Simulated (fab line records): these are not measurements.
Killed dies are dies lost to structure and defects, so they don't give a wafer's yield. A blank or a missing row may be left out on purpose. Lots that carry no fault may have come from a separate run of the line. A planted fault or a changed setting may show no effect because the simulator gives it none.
Chamber matching | flow n5Finfet | N5_BEOL_M1_DEP_57 on pecvd-02 has 3 sister chambers
The step deposits SiCN from 3MS/NH3, target thk 8 nm, time 14 s. 18 wafers are shown with their chamber, then 9 later ones without.

## EACH WAFER AND ITS CHAMBER
wafer  | chamber | throttleValvePct (%) | showerheadPlenumPTorr (Torr)
L076.2 | 0       | 9.5                  | 3.668
L076.5 | 2       | 8.5                  | 3.659
L076.6 | 0       | 9.6                  | 3.675
L075.1 | 1       | 9.2                  | 3.668
L075.2 | 0       | 9.6                  | 3.677
L075.5 | 2       | 8.7                  | 3.659
L077.1 | 1       | 9.1                  | 3.671
L077.5 | 1       | 9.2                  | 3.661
L077.6 | 0       | 9.5                  | 3.672
L078.1 | 1       | 9.3                  | 3.672
L078.3 | 0       | 9.2                  | 3.670
L078.6 | 1       | 9.0                  | 3.670
L083.3 | 2       | 8.8                  | 3.673
L083.5 | 0       | 9.6                  | 3.671
L083.6 | 1       | 9.1                  | 3.673
L087.1 | 2       | 8.6                  | 3.649
L087.2 | 0       | 9.5                  | 3.670
L087.3 | 1       | 9.1                  | 3.669

SIGNATURES (averages over the wafers above)
reading               | chamber 0 | chamber 1 | chamber 2 | scatter within a chamber
throttleValvePct      | 9.500     | 9.143     | 8.650     | 0.123
showerheadPlenumPTorr | 3.67186   | 3.66914   | 3.66000   | 0.00545
Rule: for a wafer and a chamber, the distance is found by dividing, reading by reading, the gap between the wafer's reading and the chamber's mean by the reading's scatter, squaring, summing and taking the root. The wafer belongs to the nearest chamber; if the next one is less than 2 further off, it can't be placed. The scatter: the root of (the sum of the squares of (reading less its chamber's mean) over the shown wafers, divided by (wafers less chambers)).

## WAFERS WITH NO CHAMBER GIVEN
wafer  | throttleValvePct (%) | showerheadPlenumPTorr (Torr)
L089.1 | 9.8                  | 3.674
L089.2 | 8.6                  | 3.661
L089.3 | 9.0                  | 3.669
L088.1 | 9.6                  | 3.683
L088.4 | 9.1                  | 3.673
L088.6 | 8.8                  | 3.665
L097.1 | 9.9                  | 3.672
L097.2 | 8.8                  | 3.668
L097.3 | 9.0                  | 3.678

## EACH ONE'S CHAMBER
wafer  | from the rows above     | in truth
L089.1 | 0                       | 0
L089.2 | 2                       | 2
L089.3 | 1                       | 1
L088.1 | 0                       | 0
L088.4 | 1                       | 1
L088.6 | can't be placed: 2 or 1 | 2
L097.1 | 0                       | 0
L097.2 | can't be placed: 2 or 1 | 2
L097.3 | 1                       | 1
Placed correctly: 7 of 9. From these rows, 2 cannot be placed; in 2 the true chamber is one of the candidates. Wrongly placed: 0.
